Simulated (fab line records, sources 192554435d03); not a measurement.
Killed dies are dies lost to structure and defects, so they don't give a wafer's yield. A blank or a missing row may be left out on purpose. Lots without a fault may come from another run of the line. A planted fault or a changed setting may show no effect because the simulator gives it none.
fab line records | flow n5_finfet
record lots=5 wafers=15 last_day=16
route steps=1938 shown PASSIVATION@1925 END@1938
lots that met no fault: from a run of the same line without faults
start_h: hours from the record's first day to the start of the lot's first wafer shown | wait_h: hours since the lot's step before | " the same as in the row above | L1.1+2: a row that stands for several wafers | - no value, or no start given | * or withheld: withheld | < > ~ a bound
route shown NAME@n: a module of which the file shows steps, and the number in the route of the first | usual: mean/standard deviation of fault-free wafers | same: alike in all rows | chamber/n: place in a boat | sites: the reading at each site | _std_site: their standard deviation | _edge_site: outer sites' mean less inner sites' | radius_mm: how far each site lies from the wafer's centre | mask NAME#n: copy n | behind: the tool/chamber that last shaped the wafer | hold: why the lot was held/for how many hours/how that ended | device: the transistor (n, p or np) that didn't switch | end of line: the same wafers' tests at the end of the route | a step without rows: its recipe alone | killed: dies lost to structure and defects at the first sort, not the wafer's yield | map: a wafer's dies, x killed, . not, _ none there
set.NAME: the setting as run; set.NAME@STEP: as run at that earlier step | model.NAME: the simulator's own value behind a step, which no gauge read
lots at some steps of the route; a table a step, a row a wafer
services: from which hour (start_h, from the record's first day; less than 0 if before it) a tool's chamber was out of use, for how many hours, and why
## steps
# step N5_PASSIVATION_CD_MEAS_44
# recipe target_cd_nm=40000 landing_energy_ev=500 detector=se_inlens
# usual cd_nm=40000/3.1
# columns lot.wafer tool chamber start_h wait_h cd_nm
L082.2 cd_sem-01 0 312.03 - 39999
L082.3 " 0 " " 40000
L082.5 " 0 " " 40000
L084.1 cd_sem-02 0 315.34 - 40004
L084.2 " 0 " " 40000
L084.4 " 0 " " 39995
L089.1 cd_sem-03 0 358.62 - 40002
L089.4 " 0 " " 39997
L089.5 " 0 " " 40002
L091.1 cd_sem-03 0 359.06 - 40004
L091.2 " 0 " " 40001
L091.3 " 0 " " 40007
L093.2 cd_sem-02 0 386.35 - 40001
L093.3 " 0 " " 40001
L093.6 " 0 " " 40002
# step N5_PASSIVATION_OVL_MEAS_66
# recipe points_per_wafer=44
# usual PASS_OPEN_OVL=1/5.6
# columns lot.wafer tool chamber start_h wait_h PASS_OPEN_OVL[nm]
L082.2 overlay-02 0 312.06 0.0 -12
L082.3 " 0 " " 1
L082.5 " 0 " " -3
L084.1 overlay-02 0 315.37 0.0 -1
L084.2 " 0 " " 9
L084.4 " 0 " " -3
L089.1 overlay-02 0 358.66 0.0 2
L089.4 " 0 " " -5
L089.5 " 0 " " -4
L091.1 overlay-01 0 359.09 0.0 -7
L091.2 " 0 " " -11
L091.3 " 0 " " -4
L093.2 overlay-02 0 386.38 0.0 7
L093.3 " 0 " " 3
L093.6 " 0 " " 3
# step N5_PASSIVATION_INSPECT_67
# recipe mode=adi inspect_instrument=macro
# usual raw_defect_count=2.0/1.5
# columns lot.wafer tool chamber start_h wait_h raw_defect_count
L082.2 defect_inspect-02 - 312.08 0.0 3
L082.3 " - " " 1
L082.5 " - " " 4
L084.1 defect_inspect-02 - 315.40 0.0 1
L084.2 " - " " 1
L084.4 " - " " 4
L089.1 defect_inspect-02 - 358.68 0.0 3
L089.4 " - " " 0
L089.5 " - " " 5
L091.1 defect_inspect-02 - 359.11 0.0 4
L091.2 " - " " 1
L091.3 " - " " 0
L093.2 defect_inspect-02 - 386.40 0.0 2
L093.3 " - " " 4
L093.6 " - " " 4
# step N5_PASSIVATION_DESCUM_46
# recipe chemistry=O2 time_s=7.9 source_power_w=50 bias_power_w=20 pressure_mtorr=20 rf_frequency_hz=2.712e+07 temp_c=40 o2_flow_sccm=225
# usual drypump_motor_current_A=5.8/0.57 oes_product_au=0.81/0.081 rf_vpp_V=242.8/1.3 showerhead_plenum_p_Torr=2.07/0.061 throttle_valve_pct=20.44/0.22
# columns lot.wafer tool chamber start_h wait_h drypump_motor_current_A oes_product_au rf_hours_counter_h rf_vpp_V showerhead_plenum_p_Torr throttle_valve_pct
L082.2 rie_diel-02 1 312.44 0.4 5.5 0.96 5 243.3 2.14 20.34
L082.3 " 0 " " 5.3 0.82 79 241.8 2.03 20.08
L082.5 " 3 " " 5.1 0.93 - 241.8 2.05 20.60
L084.1 rie_diel-02 0 315.43 0.0 5.2 0.81 81 242.2 2.03 20.06
L084.2 " 2 " " 6.5 0.77 138 243.2 2.09 20.59
L084.4 " 3 " " 5.1 0.92 18 242.0 2.05 20.58
L089.1 rie_diel-02 2 358.71 0.0 6.5 0.75 154 243.7 2.08 20.62
L089.4 " 0 " " 5.2 0.80 96 243.2 2.03 20.08
L089.5 " 0 " " 5.2 0.79 - 243.3 2.03 20.09
L091.1 rie_diel-04 0 359.66 0.5 6.5 0.86 55 242.4 2.05 20.39
L091.2 " 3 " " 6.0 0.77 123 244.8 2.19 20.41
L091.3 " 2 " " 5.8 0.76 136 240.8 2.01 20.60
L093.2 rie_diel-06 1 386.44 0.0 5.7 0.70 214 244.7 2.17 20.96
L093.3 " 0 " " 6.8 0.72 183 240.5 1.98 20.14
L093.6 " 0 " " 6.8 0.72 - 241.2 1.98 20.17
# step N5_PASSIVATION_PASS_ETCH_47
# recipe chemistry=CF4/O2 target=SiNx target_depth_a=7700 time_s=385 ion_energy_ev=100 pressure_mtorr=40 source_w=535 bias_w=49 Ar_flow_sccm=100 cf4_flow_sccm=100 O2_flow_sccm=10
# usual drypump_motor_current_A=5.8/0.57 oes_product_au=0.80/0.077 rf_vpp_V=241.3/2.3 showerhead_plenum_p_Torr=2.18/0.06 throttle_valve_pct=15.85/0.22
# columns lot.wafer tool chamber start_h wait_h drypump_motor_current_A oes_product_au rf_hours_counter_h rf_vpp_V showerhead_plenum_p_Torr throttle_valve_pct
L082.2 rie_diel-02 1 312.48 0.0 5.5 0.95 5 240.1 2.25 15.71
L082.3 " 0 " " 5.2 0.81 80 237.9 2.14 15.43
L082.5 " 3 " " 5.1 0.91 - 239.1 2.16 15.96
L084.1 rie_diel-02 0 315.47 0.0 5.3 0.81 81 238.8 2.14 15.44
L084.2 " 2 " " 6.5 0.78 138 242.5 2.20 16.08
L084.4 " 3 " " 5.1 0.92 18 237.2 2.16 15.94
L089.1 rie_diel-02 2 358.75 0.0 6.5 0.76 154 241.9 2.20 16.10
L089.4 " 0 " " 5.3 0.79 96 237.1 2.13 15.47
L089.5 " 0 " " 5.3 0.79 - 238.8 2.13 15.48
L091.1 rie_diel-04 0 359.70 0.0 6.6 0.85 55 238.8 2.16 15.76
L091.2 " 3 " " 6.0 0.77 124 244.4 2.31 15.85
L091.3 " 2 " " 5.9 0.77 136 243.8 2.12 15.99
L093.2 rie_diel-06 1 386.47 0.0 5.7 0.69 214 243.2 2.26 16.32
L093.3 " 0 " " 6.8 0.72 183 242.5 2.11 15.77
L093.6 " 0 " " 6.8 0.72 - 241.8 2.11 15.76
# step N5_PASSIVATION_ETCH_54
# recipe chemistry=CHF3/O2 target=SiO2 target_depth_a=8800 CHF3_flow_sccm=50 O2_flow_sccm=5 Ar_flow_sccm=200 time_s=440 mask_material=PR pressure_mtorr=30 source_w=650 bias_w=170 ion_energy_ev=200
# usual drypump_motor_current_A=5.8/0.57 oes_product_au=0.80/0.078 rf_vpp_V=525/4.4 showerhead_plenum_p_Torr=2.38/0.067 throttle_valve_pct=18.80/0.23
# columns lot.wafer tool chamber start_h wait_h drypump_motor_current_A oes_product_au rf_hours_counter_h rf_vpp_V showerhead_plenum_p_Torr throttle_valve_pct
L082.2 rie_diel-02 1 312.70 0.1 5.5 0.96 5 527 2.46 18.68
L082.3 " 0 " " 5.2 0.81 80 521 2.34 18.37
L082.5 " 3 " " 5.1 0.92 - 519 2.36 18.95
L084.1 rie_diel-02 0 315.69 0.1 5.3 0.80 81 522 2.34 18.39
L084.2 " 2 " " 6.5 0.78 138 527 2.42 19.03
L084.4 " 3 " " 5.1 0.91 18 518 2.36 18.96
L089.1 rie_diel-02 2 358.98 0.1 6.5 0.76 154 527 2.41 19.05
L089.4 " 0 " " 5.3 0.79 96 520 2.33 18.40
L089.5 " 0 " " 5.3 0.79 - 520 2.33 18.41
L091.1 rie_diel-04 0 359.92 0.1 6.5 0.84 55 521 2.36 18.72
L091.2 " 3 " " 6.0 0.78 124 531 2.52 18.77
L091.3 " 2 " " 5.8 0.76 136 529 2.32 18.93
L093.2 rie_diel-06 1 386.70 0.1 5.8 0.69 214 531 2.48 19.27
L093.3 " 0 " " 6.8 0.73 183 524 2.29 18.56
L093.6 " 0 " " 6.8 0.72 - 524 2.29 18.57
# step N5_PASSIVATION_STRIP_48
# recipe chemistry=O2 power_w=600 temp_c=60 pressure_mtorr=30 rf_frequency_hz=6e+07 bias_power_w=0 overash_fraction=0.5 o2_flow_sccm=225
# usual drypump_motor_current_A=5.8/0.57 oes_product_au=0.81/0.082 rf_vpp_V=3.9/2.6 showerhead_plenum_p_Torr=2.07/0.061 throttle_valve_pct=16.67/0.22
# columns lot.wafer tool chamber start_h wait_h drypump_motor_current_A oes_product_au rf_hours_counter_h rf_vpp_V showerhead_plenum_p_Torr throttle_valve_pct
L082.2 rie_diel-02 1 312.99 0.1 5.5 0.95 5 9.6 2.15 16.61
L082.3 " 0 " " 5.2 0.85 80 0.6 2.04 16.26
L082.5 " 3 " " 5.1 0.90 - 3.6 2.05 16.84
L084.1 rie_diel-02 0 315.98 0.1 5.2 0.83 81 6.5 2.04 16.29
L084.2 " 2 " " 6.5 0.79 138 4.9 2.09 16.82
L084.4 " 3 " " 5.1 0.93 18 4.4 2.05 16.77
L089.1 rie_diel-02 2 359.27 0.1 6.5 0.76 154 3.9 2.08 16.91
L089.4 " 0 " " 5.3 0.80 96 0.8 2.03 16.37
L089.5 " 0 " " 5.3 0.79 - 3.3 2.03 16.29
L091.1 rie_diel-04 0 360.21 0.1 6.5 0.85 55 0.1 2.05 16.61
L091.2 " 3 " " 6.0 0.80 124 3.6 2.20 16.69
L091.3 " 2 " " 5.9 0.74 136 7.1 2.02 16.83
L093.2 rie_diel-06 1 386.99 0.1 5.7 0.68 214 5.3 2.17 17.21
L093.3 " 0 " " 6.9 0.69 183 2.9 1.99 16.56
L093.6 " 0 " " 6.9 0.73 - 12.2 1.99 16.53
# step N5_PASSIVATION_STRIP_52
# recipe chemistry=post_etch_residue_remover time_s=1200 temp_c=72.5
# usual bath_guard_temp_C=72.6/0.49
# columns lot.wafer tool chamber start_h wait_h bath_guard_temp_C
L082.2 wet_bench-03 1 313.06 - 72.3
L082.3 " 4 " " 72.4
L082.5 " 5 " " 72.3
L084.1 wet_bench-05 7 316.05 - 72.9
L084.2 " 0 " " 73.1
L084.4 " 1 " " 72.2
L089.1 wet_bench-05 6 359.33 - 73.2
L089.4 " 3 " " 72.0
L089.5 " 4 " " 71.8
L091.1 wet_bench-05 1 360.29 - 72.2
L091.2 " 7 " " 72.9
L091.3 " 3 " " 72.2
L093.2 wet_bench-03 5 387.07 - 72.2
L093.3 " 1 " " 72.2
L093.6 " 3 " " 72.1
# step N5_PASSIVATION_CLEAN_71
# recipe chemistry=IPA time_s=180 temp_c=25
# columns lot.wafer tool chamber start_h wait_h
L082.2+3+5 wet_bench-03 1,4,5 313.39 0.0
L084.1+2+4 wet_bench-05 7,0,1 316.41 0.0
L089.1+4+5 wet_bench-05 6,3,4 359.70 0.0
L091.1+2+3 wet_bench-05 1,7,3 360.65 0.0
L093.2+3+6 wet_bench-03 5,1,3 387.40 0.0
# step N5_PASSIVATION_SRD_72
# recipe dry=ipa_marangoni time_s=30 temp_c=23 rinse_liquid=diw
# columns lot.wafer tool chamber start_h wait_h
L082.2+3+5 wet_bench-03 1,4,5 313.45 0.0
L084.1+2+4 wet_bench-05 7,0,1 316.47 0.0
L089.1+4+5 wet_bench-05 6,3,4 359.75 0.0
L091.1+2+3 wet_bench-05 1,7,3 360.71 0.0
L093.2+3+6 wet_bench-03 5,1,3 387.45 0.0
# step N5_PASSIVATION_ANNEAL_56
# recipe temp_c=400 time_s=1800 ambient=FGA idle_temp_c=300 ramp_up_c_per_min=5 ramp_down_c_per_min=3
# columns lot.wafer tool chamber start_h wait_h
L082.2+3+5 furnace-03 0 314.89 1.4
L084.1+2+4 furnace-01 0 316.51 0.0
L089.1+4+5 furnace-03 0 359.80 0.0
L091.1+2+3 furnace-01 0 360.76 0.0
L093.2+3+6 furnace-01 0 387.49 0.0
# step N5_PASSIVATION_PROBE_49
# usual defect_limited_yield=91.1/1.3 killed_at_M0_to_M3=36/10 killed_at_M4_up=14/4.4 killed_at_contacts=14/5.7 killed_at_front_end=39/9.4 killed_at_other=2.9/2.6 killed_dies=105/15 killed_open=70/12 killed_short=34/7.1 sort_bin_5_function=5.3/0.77 sort_bin_6_memory=3.3/0.66 sort_bin_8_speed=0.00/0.007 sort_n_pass=1075/15 sort_yield_pct=91.1/1.3
# same gross_dies=1180 killed_at_back_side=0 sort_bin_4_leakage[%]=0
# columns lot.wafer tool chamber start_h wait_h defect_limited_yield[%] killed_at_M0_to_M3 killed_at_M4_up killed_at_contacts killed_at_front_end killed_at_other killed_dies killed_open killed_short sort_bin_5_function[%] sort_bin_6_memory[%] sort_bin_8_speed[%] sort_n_pass sort_yield_pct[%]
L084.1 prober-02 - 318.51 0.0 90.8 40 25 15 26 2 108 69 34 6.1 2.8 0 1072 90.8
L084.2 prober-02 - 318.56 0.1 90.5 36 18 12 45 1 112 76 35 5.3 3.8 0 1068 90.5
L084.4 prober-02 - 318.66 0.2 92.6 32 16 9 29 1 87 54 30 4.7 2.4 0 1093 92.6
L089.1 prober-02 - 361.79 0.0 94.7 18 11 6 27 1 63 43 20 3.6 1.6 0 1117 94.7
L089.4 prober-02 - 361.94 0.2 91.3 44 12 12 32 3 103 72 29 5.0 3.6 0 1077 91.3
L089.5 prober-02 - 361.99 0.2 92.5 31 12 6 37 3 89 48 41 4.2 3.1 0 1091 92.5
L091.1 prober-02 - 362.75 0.0 92.4 25 16 15 33 1 90 64 24 4.9 2.5 0 1090 92.4
L091.2 prober-02 - 362.80 0.1 91.1 29 13 15 46 2 105 65 38 5.4 3.1 0 1075 91.1
L091.3 prober-02 - 362.85 0.1 90.8 27 9 10 59 3 108 74 30 4.9 3.6 0 1072 90.8
# killed by level:class
L084.1 MOL_CONTACT_COAG:geometric_particle:open=13 BEOL_M4:geometric_particle:open=11 BEOL_M0_SAQP:geometric_particle:short=9 BEOL_M0_SAQP:geometric_particle:open=9 STI_FIN_REVEAL:geometric_particle:open=7 BEOL_M1:geometric_particle:open=7 BEOL_M4:geometric_particle:short=6 BEOL_M3:geometric_particle:open=5
L084.2 FIN_SAQP:geometric_particle:open=16 BEOL_M0_SAQP:geometric_particle:short=8 BEOL_M0_SAQP:geometric_particle:open=8 STI_FIN_REVEAL:geometric_particle:open=7 MOL_CONTACT_COAG:geometric_particle:open=7 BEOL_M2:geometric_particle:open=7 BEOL_M4:geometric_particle:open=7 MOL_CONTACT_COAG:geometric_particle:short=5
L084.4 STI_FIN_REVEAL:geometric_particle:open=9 BEOL_M0_SAQP:geometric_particle:open=8 MOL_CONTACT_COAG:geometric_particle:open=7 BEOL_M2:geometric_particle:open=7 BEOL_M4:geometric_particle:open=6 BEOL_M3:geometric_particle:short=6 FIN_SAQP:geometric_particle:short=4 BEOL_M1:geometric_particle:open=4
L089.1 FIN_SAQP:geometric_particle:open=6 STI_FIN_REVEAL:geometric_particle:open=6 BEOL_M0_SAQP:geometric_particle:short=5 BEOL_M0_SAQP:geometric_particle:open=5 BEOL_M3:geometric_particle:open=4 BEOL_M4:geometric_particle:open=4 FIN_CUT:geometric_particle:open=3 ILD0:geometric_particle:short=3
L089.4 BEOL_M0_SAQP:geometric_particle:open=12 MOL_CONTACT_COAG:geometric_particle:open=11 BEOL_M3:geometric_particle:open=11 FIN_SAQP:geometric_particle:open=10 BEOL_M0_SAQP:geometric_particle:short=9 FIN_SAQP:geometric_particle:short=6 BEOL_M4:geometric_particle:open=6 BEOL_M2:geometric_particle:open=6
L089.5 FIN_SAQP:geometric_particle:short=17 BEOL_M0_SAQP:geometric_particle:short=10 BEOL_M0_SAQP:geometric_particle:open=10 FIN_SAQP:geometric_particle:open=7 MOL_CONTACT_COAG:geometric_particle:open=5 BEOL_M1:geometric_particle:open=5 BEOL_M4:geometric_particle:open=3 BEOL_M4:geometric_particle:short=3
L091.1 MOL_CONTACT_COAG:geometric_particle:open=14 BEOL_M3:geometric_particle:open=9 BEOL_M5:geometric_particle:open=7 FIN_SAQP:geometric_particle:open=6 FIN_SAQP:geometric_particle:short=6 STI_FIN_REVEAL:geometric_particle:open=6 STARTING-WAFER:geometric_particle:open=5 GATE_CUT:geometric_particle:short=4
L091.2 MOL_CONTACT_COAG:geometric_particle:open=13 FIN_SAQP:geometric_particle:short=11 FIN_SAQP:geometric_particle:open=8 BEOL_M3:geometric_particle:open=8 BEOL_M0:geometric_particle:open=6 STI_FIN_REVEAL:geometric_particle:open=5 GATE_CUT:geometric_particle:short=5 BEOL_M3:geometric_particle:short=4
L091.3 STI_FIN_REVEAL:geometric_particle:open=14 FIN_SAQP:geometric_particle:open=12 GATE_CUT:geometric_particle:short=10 MOL_CONTACT_COAG:geometric_particle:open=10 STARTING-WAFER:geometric_particle:open=7 BEOL_M0:geometric_particle:open=5 FIN_SAQP:geometric_particle:short=4 BEOL_M0_SAQP:geometric_particle:short=4
# step N5_PASSIVATION_INSPECT_57
# recipe inspect_instrument=macro mode=outgoing
# usual raw_defect_count=2.1/1.4
# columns lot.wafer tool chamber start_h wait_h raw_defect_count
L082.2 defect_inspect-01 - 317.24 0.0 3
L082.3 " - " " 0
L082.5 " - " " 1
L084.1 defect_inspect-01 - 318.86 0.0 3
L084.2 " - " " 5
L084.4 " - " " 1
L089.1 defect_inspect-01 - 362.14 0.0 3
L089.4 " - " " 4
L089.5 " - " " 0
L091.1 defect_inspect-02 - 363.10 0.0 0
L091.2 " - " " 3
L091.3 " - " " 2
L093.2 defect_inspect-01 - 389.86 0.0 0
L093.3 " - " " 1
L093.6 " - " " 3
## services
# columns tool chamber start_h hours kind
furnace-03 - 294.65 3.2 repair
rie_diel-04 1 342.58 5.9 repair
wet_bench-05 - 345.79 1.7 repair
rie_diel-04 3 353.66 5.1 repair
rie_diel-06 - 360.52 0.5 repair
rie_diel-02 - 374.68 2.8 pm
rie_diel-04 0 379.45 4.8 repair
## key
fault none
